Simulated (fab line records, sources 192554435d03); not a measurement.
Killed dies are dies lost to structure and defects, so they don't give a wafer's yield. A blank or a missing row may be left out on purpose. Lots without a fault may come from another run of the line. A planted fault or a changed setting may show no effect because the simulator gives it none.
fab line records | flow n5_finfet
record lots=5 wafers=15 last_day=16
route steps=1938 shown BEOL_M15@1789 PASSIVATION@1936
lots that met no fault: from a run of the same line without faults
start_h: hours from the record's first day to the start of the lot's first wafer shown | wait_h: hours since the lot's step before | " the same as in the row above | L1.1+2: a row that stands for several wafers | - no value, or no start given | * or withheld: withheld | < > ~ a bound
route shown NAME@n: a module of which the file shows steps, and the number in the route of the first | usual: mean/standard deviation of fault-free wafers | same: alike in all rows | chamber/n: place in a boat | sites: the reading at each site | _std_site: their standard deviation | _edge_site: outer sites' mean less inner sites' | radius_mm: how far each site lies from the wafer's centre | mask NAME#n: copy n | behind: the tool/chamber that last shaped the wafer | hold: why the lot was held/for how many hours/how that ended | device: the transistor (n, p or np) that didn't switch | end of line: the same wafers' tests at the end of the route | a step without rows: its recipe alone | killed: dies lost to structure and defects at the first sort, not the wafer's yield | map: a wafer's dies, x killed, . not, _ none there
set.NAME: the setting as run; set.NAME@STEP: as run at that earlier step | model.NAME: the simulator's own value behind a step, which no gauge read
lots at some steps of the route; a table a step, a row a wafer
services: from which hour (start_h, from the record's first day; less than 0 if before it) a tool's chamber was out of use, for how many hours, and why
## steps
# step N5_BEOL_M15_STRIP_63
# recipe chemistry=O2 power_w=600 temp_c=60 pressure_mtorr=30 rf_frequency_hz=6e+07 bias_power_w=0 overash_fraction=0.3 o2_flow_sccm=225
# usual drypump_motor_current_A=5.8/0.53 oes_product_au=0.77/0.088 rf_vpp_V=3.8/0.78 showerhead_plenum_p_Torr=2.09/0.07 throttle_valve_pct=16.6/0.3
# same overash_fraction=0.3
# columns lot.wafer tool chamber start_h wait_h drypump_motor_current_A oes_product_au rf_hours_counter_h rf_vpp_V showerhead_plenum_p_Torr throttle_valve_pct
L989.1 rie_diel-06 2 - - 6.2 0.85 57 3.9 2.02 16.6
L989.2 " 3 " " 5.1 0.70 195 2.8 2.01 16.8
L989.6 " 3 " " 5.2 0.70 - 4.0 2.01 16.8
L992.3 rie_diel-02 0 - - 6.4 0.89 40 2.7 2.15 16.4
L992.4 " 3 " " 6.4 0.69 - 4.0 2.03 16.6
L992.6 " 2 " " 6.3 0.72 - 3.3 2.02 16.9
L995.1 rie_diel-02 2 - - 6.3 0.71 225 4.5 2.02 17.0
L995.2 " 1 " " 5.1 0.94 7 3.6 2.14 16.0
L995.4 " 3 " " 6.5 0.68 230 4.1 2.03 16.6
L996.1 rie_diel-02 2 - - 6.3 0.70 228 3.6 2.02 17.0
L996.2 " 0 " " 6.4 0.88 50 2.5 2.15 16.4
L996.5 " 2 " " 6.3 0.71 - 3.8 2.02 16.9
L105.3 rie_diel-06 0 - - 5.9 0.69 244 3.3 2.17 17.1
L105.4 " 3 " " 5.2 0.67 223 3.4 2.00 16.8
L105.5 " 1 " " 5.4 0.77 - 4.8 2.09 16.3
# step N5_BEOL_M15_STRIP_64
# recipe chemistry=O2 power_w=600 temp_c=60 pressure_mtorr=30 rf_frequency_hz=6e+07 bias_power_w=0 overash_fraction=0.3 o2_flow_sccm=225
# step N5_BEOL_M15_STRIP_65
# recipe chemistry=post_etch_residue_remover time_s=60 temp_c=25 remover_ph=withheld remover_water_wt_pct=withheld remover_fluoride_wt_pct=withheld
# step N5_BEOL_M15_SRD_66
# recipe time_s=30 temp_c=23 rinse_liquid=diw dry=n2_spin spin_rpm=1500 dry_time_s=30
# step N5_BEOL_M15_CD_MEAS_17
# recipe target_cd_nm=360 polarity=opening
# usual cd_nm=363.3/2.4
# columns lot.wafer tool chamber start_h wait_h cd_nm
L989.1 cd_sem-03 - 272.22 0.0 366.1
L989.2 " - " " 365.4
L989.6 " - " " 365.8
L992.3 cd_sem-01 - 287.47 0.0 363.0
L992.4 " - " " 361.2
L992.6 " - " " 361.6
L995.1 cd_sem-01 - 314.91 0.0 365.0
L995.2 " - " " 365.2
L995.4 " - " " 361.0
L996.1 cd_sem-01 - 322.13 0.0 364.5
L996.2 " - " " 368.3
L996.5 " - " " 361.4
L105.3 cd_sem-02 - 371.34 0.0 364.5
L105.4 " - " " 365.3
L105.5 " - " " 363.3
# step N5_BEOL_M15_COAT_56
# recipe resist=SOC temp_c=250 time_s=60 spin_rpm=1500 resist_thk_nm=550
# step N5_BEOL_M15_ETCH_57
# recipe chemistry=N2/H2 target=SOC source_w=3000 bias_w=350 time_s=750 ion_energy_ev=200 pressure_mtorr=30 n2_flow_sccm=200 h2_flow_sccm=200
# usual drypump_motor_current_A=5.7/0.53 oes_product_au=0.78/0.1 rf_vpp_V=524.8/2.7 showerhead_plenum_p_Torr=2.58/0.087 throttle_valve_pct=17.7/0.33
# columns lot.wafer tool chamber start_h wait_h drypump_motor_current_A oes_product_au rf_hours_counter_h rf_vpp_V showerhead_plenum_p_Torr throttle_valve_pct
L989.1 rie_diel-06 1 272.32 - 5.4 0.81 86 524.3 2.55 17.2
L989.2 " 3 " " 5.2 0.71 195 519.3 2.43 18.0
L989.6 " 0 " " 5.9 0.69 - 526.4 2.64 18.1
L992.3 rie_diel-04 2 287.57 - 4.9 0.70 234 526.5 2.61 17.7
L992.4 " 1 " " 6.3 0.69 233 526.2 2.63 17.7
L992.6 " 3 " " 5.9 0.97 - 528.7 2.71 17.4
L995.1 rie_diel-02 0 315.08 - 6.4 0.87 48 525.9 2.58 17.3
L995.2 " 2 " " 6.4 0.71 226 519.8 2.42 17.9
L995.4 " 1 " " 5.1 0.96 7 526.9 2.60 17.1
L996.1 rie_diel-06 2 322.24 - 6.2 0.83 70 520.8 2.46 17.8
L996.2 " 0 " " 5.9 0.68 234 526.6 2.63 18.1
L996.5 " 0 " " 5.9 0.68 - 525.8 2.63 18.1
L105.3 rie_diel-02 3 371.44 - 6.5 0.66 248 524.3 2.52 18.0
L105.4 " 0 " " 6.4 0.85 66 523.9 2.57 17.3
L105.5 " 2 " " 6.4 0.70 - 517.8 2.41 17.9
# step N5_BEOL_M15_COAT_60
# recipe resist=BARC temp_c=205 time_s=60 spin_rpm=1500 resist_thk_nm=89
# step N5_BEOL_M15_COAT_22
# recipe spin_rpm=1704 resist_thk_nm=800
# step N5_BEOL_M15_EBR_24
# recipe solvent=PGMEA ebr_width_mm=1.5
# step N5_BEOL_M15_SOFTBAKE_23
# recipe temp_c=130 time_s=60
# step N5_BEOL_M15_EXPOSE_25
# recipe mask_id=M15 na=0.8 source_shape=annular sigma_inner=0.5 sigma_outer=0.8 polarization=unpolarized target_cd_nm=400 dose_mj=35.5
# step N5_BEOL_M15_PEB_26
# recipe peb_temp_c=130 peb_time_s=90
# usual chill_plate_temp_C=22.99/0.1
# columns lot.wafer tool chamber start_h wait_h chill_plate_temp_C
L989.1 litho_track-01 0 272.98 0.1 23.03
L989.2 " 0 " " 23.06
L989.6 " 0 " " 23.03
L992.3 litho_track-05 0 288.23 0.0 23.08
L992.4 " 0 " " 22.99
L992.6 " 0 " " 22.90
L995.1 litho_track-02 0 315.86 0.1 23.11
L995.2 " 0 " " 23.07
L995.4 " 0 " " 23.07
L996.1 litho_track-01 0 323.02 0.1 23.07
L996.2 " 0 " " 22.99
L996.5 " 0 " " 23.11
L105.3 litho_track-05 0 372.10 0.0 23.01
L105.4 " 0 " " 22.88
L105.5 " 0 " " 23.02
# step N5_BEOL_M15_DEVELOP_27
# recipe develop_time_s=45 rinse_liquid=diw dry=air_spin dev_temp_c=21
# step N5_BEOL_M15_HARDBAKE_32
# recipe temp_c=130 time_s=120
# step N5_BEOL_M15_CD_MEAS_28
# recipe target_cd_nm=407.6 landing_energy_ev=500 detector=se_inlens
# usual cd_nm=408.5/2.1
# columns lot.wafer tool chamber start_h wait_h cd_nm
L989.1 cd_sem-03 0 273.09 - 410.0
L989.2 " 0 " " 411.2
L989.6 " 0 " " 410.6
L992.3 cd_sem-01 0 288.34 - 405.0
L992.4 " 0 " " 400.9
L992.6 " 0 " " 405.7
L995.1 cd_sem-02 0 315.97 - 409.9
L995.2 " 0 " " 407.2
L995.4 " 0 " " 408.4
L996.1 cd_sem-01 0 323.13 - 405.5
L996.2 " 0 " " 406.3
L996.5 " 0 " " 409.6
L105.3 cd_sem-01 0 372.22 - 407.4
L105.4 " 0 " " 412.6
L105.5 " 0 " " 417.8
# step N5_BEOL_M15_OVL_MEAS_29
# recipe points_per_wafer=44
# usual M15_OVL=-2/5.1
# columns lot.wafer tool chamber start_h wait_h M15_OVL[nm]
L989.1 overlay-01 0 273.12 0.0 7
L989.2 " 0 " " 8
L989.6 " 0 " " 8
L992.3 overlay-01 0 288.37 0.0 -11
L992.4 " 0 " " -5
L992.6 " 0 " " -9
L995.1 overlay-01 0 316.00 0.0 -9
L995.2 " 0 " " -10
L995.4 " 0 " " -5
L996.1 overlay-01 0 323.16 0.0 -5
L996.2 " 0 " " 2
L996.5 " 0 " " -16
L105.3 overlay-01 0 372.25 0.0 -7
L105.4 " 0 " " -3
L105.5 " 0 " " -11
# step N5_BEOL_M15_INSPECT_30
# recipe mode=adi inspect_instrument=macro
# usual raw_defect_count=2.0/1.4
# columns lot.wafer tool chamber start_h wait_h raw_defect_count
L989.1 defect_inspect-01 - 273.14 0.0 2
L989.2 " - " " 0
L989.6 " - " " 1
L992.3 defect_inspect-02 - 288.40 0.0 0
L992.4 " - " " 2
L992.6 " - " " 1
L995.1 defect_inspect-01 - 316.03 0.0 3
L995.2 " - " " 0
L995.4 " - " " 1
L996.1 defect_inspect-02 - 323.19 0.0 3
L996.2 " - " " 1
L996.5 " - " " 7
L105.3 defect_inspect-01 - 372.27 0.0 0
L105.4 " - " " 2
L105.5 " - " " 1
# step N5_BEOL_M15_DESCUM_33
# recipe chemistry=O2 time_s=7.9 source_power_w=50 bias_power_w=20 pressure_mtorr=20 rf_frequency_hz=2.712e+07 temp_c=40 o2_flow_sccm=225
# usual drypump_motor_current_A=5.7/0.53 oes_product_au=0.78/0.1 rf_vpp_V=243.6/1.4 showerhead_plenum_p_Torr=2.11/0.072 throttle_valve_pct=20.26/0.29
# columns lot.wafer tool chamber start_h wait_h drypump_motor_current_A oes_product_au rf_hours_counter_h rf_vpp_V showerhead_plenum_p_Torr throttle_valve_pct model.BEOL_M15.cd_nm
L989.1 rie_diel-04 3 273.18 0.0 5.9 0.99 3 245.1 2.24 20.08 410.4
L989.2 " 2 " " 4.9 0.70 230 243.4 2.16 20.44 410.8
L989.6 " 0 " " 5.3 0.73 - 244.4 2.15 20.35 410.6
L992.3 rie_diel-04 0 288.43 0.0 5.3 0.72 187 244.4 2.15 20.38 404.4
L992.4 " 2 " " 4.9 0.70 234 244.5 2.16 20.45 400.8
L992.6 " 0 " " 5.3 0.72 - 244.5 2.15 20.37 405.4
L995.1 rie_diel-06 2 316.08 0.0 6.2 0.82 69 241.9 2.01 20.35 410.2
L995.2 " 1 " " 5.4 0.79 97 245.5 2.09 19.87 407.4
L995.4 " 0 " " 5.9 0.70 233 243.6 2.17 20.86 408.6
L996.1 rie_diel-02 1 323.22 0.0 5.1 0.93 10 244.0 2.13 19.70 405.4
L996.2 " 3 " " 6.4 0.68 232 241.3 2.03 20.24 406.6
L996.5 " 0 " " 6.4 0.87 - 243.9 2.14 20.15 409.6
L105.3 rie_diel-06 3 372.30 0.0 5.2 0.68 224 241.4 1.99 20.59 407.4
L105.4 " 2 " " 6.2 0.81 87 241.9 2.00 20.37 412.4
L105.5 " 2 " " 6.2 0.81 - 242.0 2.00 20.38 417.8
# step N5_BEOL_M15_ETCH_61
# recipe chemistry=N2/H2 target=BARC target_depth_a=890 overetch_a=267 time_s=67.9 ion_energy_ev=200 pressure_mtorr=30 source_w=840 bias_w=150 n2_flow_sccm=200 h2_flow_sccm=200
# step N5_BEOL_M15_TRENCH_ETCH_34
# recipe chemistry=C4F8/O2/Ar target=SiO2 target_depth_a=8729.3 he_inner_torr=15 he_outer_torr=30 time_s=199 ion_energy_ev=800 pressure_mtorr=20 source_w=1905 bias_w=2040 Ar_flow_sccm=400 C4F8_flow_sccm=16 O2_flow_sccm=12
# step N5_BEOL_M15_STRIP_36
# recipe chemistry=O2 power_w=600 temp_c=60 pressure_mtorr=30 rf_frequency_hz=6e+07 bias_power_w=0 overash_fraction=0.3 o2_flow_sccm=225
# usual drypump_motor_current_A=5.8/0.54 oes_product_au=0.78/0.099 rf_vpp_V=3.6/0.91 showerhead_plenum_p_Torr=2.11/0.07 throttle_valve_pct=16.55/0.28
# same overash_fraction=0.3
# columns lot.wafer tool chamber start_h wait_h drypump_motor_current_A oes_product_au rf_hours_counter_h rf_vpp_V showerhead_plenum_p_Torr throttle_valve_pct
L989.1 rie_diel-04 3 273.50 0.0 5.9 1.00 3 4.1 2.24 16.34
L989.2 " 0 " " 5.3 0.73 183 4.0 2.15 16.68
L989.6 " 1 " " 6.3 0.69 - 2.4 2.14 16.35
L992.3 rie_diel-06 2 289.56 0.9 6.2 0.84 61 5.3 2.02 16.62
L992.4 " 3 " " 5.2 0.69 200 3.6 2.01 16.78
L992.6 " 1 " " 5.4 0.81 - 3.2 2.10 16.23
L995.1 rie_diel-04 2 319.13 2.8 4.9 0.69 242 2.1 2.16 16.79
L995.2 " 3 " " 5.9 0.96 15 2.9 2.24 16.36
L995.4 " 1 " " 6.3 0.69 241 3.6 2.14 16.42
L996.1 rie_diel-02 1 325.09 1.6 5.1 0.93 10 2.5 2.14 16.00
L996.2 " 2 " " 6.3 0.70 229 3.7 2.02 16.92
L996.5 " 0 " " 6.4 0.88 - 4.5 2.15 16.43
L105.3 rie_diel-04 0 372.61 0.0 5.3 0.70 214 3.6 2.14 16.77
L105.4 " 1 " " 6.2 0.66 - 2.6 2.13 16.46
L105.5 " 0 " " 5.3 0.69 - 3.9 2.14 16.74
# step N5_BEOL_M15_STRIP_62
# recipe chemistry=O2 power_w=600 temp_c=60 pressure_mtorr=30 rf_frequency_hz=6e+07 bias_power_w=0 overash_fraction=0.3 o2_flow_sccm=225
# usual drypump_motor_current_A=5.8/0.54 oes_product_au=0.78/0.1 rf_vpp_V=3.6/0.45 showerhead_plenum_p_Torr=2.11/0.07 throttle_valve_pct=16.55/0.28
# same overash_fraction=0.3
# columns lot.wafer tool chamber start_h wait_h drypump_motor_current_A oes_product_au rf_hours_counter_h rf_vpp_V showerhead_plenum_p_Torr throttle_valve_pct
L989.1 rie_diel-04 3 - - 5.9 0.99 3 4.2 2.24 16.34
L989.2 " 0 " " 5.3 0.72 183 3.9 2.15 16.69
L989.6 " 1 " " 6.3 0.68 - 4.1 2.14 16.39
L992.3 rie_diel-06 2 - - 6.2 0.84 61 3.4 2.02 16.63
L992.4 " 3 " " 5.2 0.70 200 3.6 2.01 16.77
L992.6 " 1 " " 5.4 0.80 - 3.3 2.10 16.21
L995.1 rie_diel-04 2 - - 4.9 0.69 242 4.0 2.16 16.77
L995.2 " 3 " " 5.9 0.96 15 3.9 2.24 16.37
L995.4 " 1 " " 6.3 0.68 241 3.5 2.14 16.39
L996.1 rie_diel-02 1 - - 5.1 0.93 10 3.5 2.14 16.00
L996.2 " 2 " " 6.3 0.71 229 3.8 2.02 16.92
L996.5 " 0 " " 6.4 0.88 - 4.3 2.15 16.42
L105.3 rie_diel-04 0 - - 5.3 0.70 215 3.3 2.14 16.76
L105.4 " 1 " " 6.3 0.66 - 3.8 2.13 16.47
L105.5 " 0 " " 5.3 0.69 - 3.9 2.14 16.74
# step N5_BEOL_M15_STRIP_37
# recipe chemistry=O2 power_w=600 temp_c=60 pressure_mtorr=30 rf_frequency_hz=6e+07 bias_power_w=0 overash_fraction=0.3 o2_flow_sccm=225
# usual drypump_motor_current_A=5.8/0.54 oes_product_au=0.78/0.099 rf_vpp_V=3.5/0.61 showerhead_plenum_p_Torr=2.11/0.07 throttle_valve_pct=16.55/0.28
# same overash_fraction=0.3
# columns lot.wafer tool chamber start_h wait_h drypump_motor_current_A oes_product_au rf_hours_counter_h rf_vpp_V showerhead_plenum_p_Torr throttle_valve_pct
L989.1 rie_diel-04 3 - - 5.9 0.99 3 4.0 2.24 16.34
L989.2 " 0 " " 5.3 0.72 183 2.7 2.15 16.72
L989.6 " 1 " " 6.3 0.69 - 3.8 2.14 16.39
L992.3 rie_diel-06 2 - - 6.2 0.84 61 3.9 2.02 16.62
L992.4 " 3 " " 5.2 0.69 200 4.6 2.01 16.77
L992.6 " 1 " " 5.4 0.81 - 3.6 2.10 16.22
L995.1 rie_diel-04 2 - - 4.9 0.69 242 3.5 2.16 16.79
L995.2 " 3 " " 5.9 0.95 15 5.4 2.24 16.37
L995.4 " 1 " " 6.3 0.68 241 4.2 2.14 16.40
L996.1 rie_diel-02 1 - - 5.1 0.92 10 2.8 2.14 15.99
L996.2 " 2 " " 6.3 0.70 229 3.7 2.02 16.94
L996.5 " 0 " " 6.4 0.87 - 3.4 2.15 16.42
L105.3 rie_diel-04 0 - - 5.3 0.70 215 2.8 2.14 16.74
L105.4 " 1 " " 6.3 0.66 - 3.9 2.13 16.44
L105.5 " 0 " " 5.3 0.70 - 3.1 2.14 16.74
# step N5_BEOL_M15_ETCH_38
# recipe chemistry=CF4/N2 target=SiCN target_depth_a=1064 taper_deg=2 time_s=120.5 ion_energy_ev=150 mask_material=SiO2 pressure_mtorr=40 source_w=430 bias_w=70 Ar_flow_sccm=100 cf4_flow_sccm=60 n2_flow_sccm=60
# usual drypump_motor_current_A=5.8/0.54 oes_product_au=0.78/0.1 rf_vpp_V=382.9/1.9 showerhead_plenum_p_Torr=2.23/0.073 throttle_valve_pct=15.35/0.25
# columns lot.wafer tool chamber start_h wait_h drypump_motor_current_A oes_product_au rf_hours_counter_h rf_vpp_V showerhead_plenum_p_Torr throttle_valve_pct model.BEOL_M15.cd_nm
L989.1 rie_diel-04 3 - - 5.9 0.97 3 387.2 2.35 15.14 404
L989.2 " 0 " " 5.3 0.72 183 383.4 2.28 15.54 403.2
L989.6 " 1 " " 6.3 0.69 - 383.0 2.28 15.33 405
L992.3 rie_diel-06 2 - - 6.2 0.85 61 381.6 2.15 15.53 397.8
L992.4 " 3 " " 5.2 0.70 200 382.1 2.09 15.43 391.8
L992.6 " 1 " " 5.4 0.79 - 382.2 2.21 15.07 400
L995.1 rie_diel-04 2 - - 4.8 0.70 242 384.9 2.26 15.53 403.6
L995.2 " 3 " " 5.9 0.94 15 386.2 2.35 15.15 400.4
L995.4 " 1 " " 6.3 0.69 241 383.6 2.28 15.38 400
L996.1 rie_diel-02 1 - - 5.1 0.94 10 383.7 2.25 14.80 398.2
L996.2 " 2 " " 6.3 0.70 229 379.2 2.10 15.53 397.4
L996.5 " 0 " " 6.4 0.90 - 382.4 2.24 15.13 404.6
L105.3 rie_diel-04 0 - - 5.3 0.69 215 383.1 2.27 15.62 400.6
L105.4 " 1 " " 6.3 0.68 - 383.5 2.27 15.41 406.4
L105.5 " 0 " " 5.3 0.70 - 384.5 2.27 15.61 411.8
# step N5_BEOL_M15_PRECLEAN_39
# recipe chemistry=residue_remover time_s=60 temp_c=40
# step N5_PASSIVATION_PROBE_49
# usual defect_limited_yield=91.5/1.3 killed_at_M0_to_M3=36/10 killed_at_M4_up=13/4.7 killed_at_contacts=13/6.7 killed_at_front_end=37/9.7 killed_at_other=2.6/2.3 killed_dies=101/15 killed_open=67/12 killed_short=32/6.7 sort_bin_5_function=5.0/0.89 sort_bin_6_memory=3.2/0.63 sort_bin_8_speed=0.01/0.03 sort_n_pass=1079/16 sort_yield_pct=91.4/1.4
# same gross_dies=1180 killed_at_back_side=0 sort_bin_4_leakage[%]=0
# columns lot.wafer tool chamber start_h wait_h defect_limited_yield[%] killed_at_M0_to_M3 killed_at_M4_up killed_at_contacts killed_at_front_end killed_at_other killed_dies killed_open killed_short sort_bin_5_function[%] sort_bin_6_memory[%] sort_bin_8_speed[%] sort_n_pass sort_yield_pct[%]
L992.3 prober-02 - 309.52 0.1 91.4 35 10 16 37 3 101 71 29 5.5 2.9 0 1079 91.4
L992.4 prober-02 - 309.57 0.2 90.6 26 16 14 52 3 111 64 45 6.1 2.8 0 1069 90.6
L992.6 prober-02 - 309.67 0.3 92.0 37 12 14 29 2 94 58 34 4.6 3.1 0 1086 92.0
# killed by level:class
L992.3 MOL_CONTACT_COAG:geometric_particle:open=11 FIN_SAQP:geometric_particle:open=8 BEOL_M1:geometric_particle:open=8 BEOL_M3:geometric_particle:open=8 STARTING-WAFER:geometric_particle:open=7 DUMMY_GATE:geometric_particle:open=6 MOL_CONTACT_COAG:geometric_particle:short=5 FIN_SAQP:geometric_particle:short=4
L992.4 MOL_CONTACT_COAG:geometric_particle:open=12 FIN_SAQP:geometric_particle:short=11 BEOL_M4:geometric_particle:open=8 FIN_SAQP:geometric_particle:open=7 STI_FIN_REVEAL:geometric_particle:open=7 DUMMY_GATE:geometric_particle:open=7 BEOL_M3:geometric_particle:open=7 ILD0:geometric_particle:short=5
L992.6 BEOL_M1:geometric_particle:open=13 MOL_CONTACT_COAG:geometric_particle:open=11 BEOL_M0_SAQP:geometric_particle:short=8 BEOL_M0_SAQP:geometric_particle:open=7 BEOL_M3:geometric_particle:open=5 FIN_SAQP:geometric_particle:open=4 FIN_SAQP:geometric_particle:short=4 GATE_CUT:geometric_particle:short=4
## services
# columns tool chamber start_h hours kind
rie_diel-02 1 267.30 - clean
rie_diel-02 1 267.30 - consumable_replace:esc
rie_diel-02 1 267.30 - consumable_replace:focus_ring
rie_diel-02 1 267.30 22.7 scheduled_down
rie_diel-02 1 267.30 22.7 vent_cycle
rie_diel-04 2 349.02 - clean
rie_diel-04 2 349.02 - consumable_replace:esc
rie_diel-04 2 349.02 - consumable_replace:focus_ring
rie_diel-04 2 349.02 25.6 scheduled_down
rie_diel-04 2 349.02 25.6 vent_cycle
## key
first_sign step=N5_BEOL_M15_CD_MEAS_28 reading=cd_nm direction=up sigmas=4.5 usual=408.5 struck=417.8
effect none on later readings
model_effect step=N5_BEOL_M15_DESCUM_33 value=BEOL_M15.cd_nm without=411 struck=417.8
model_effect step=N5_BEOL_M15_ETCH_38 value=BEOL_M15.cd_nm without=405 struck=411.8
met_at N5_BEOL_M15_PEB_26
struck_wafers L105.5
onset_between 288.23 372.10
fault kind=process_parameter_drift tool=litho_track-05 chamber=- onset_h=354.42 steps=N5_BEOL_M15_PEB_26 channel=peb_time_s offset=* shape=step end_h=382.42 scope=struck_wafers_only acts_in=* stated=*
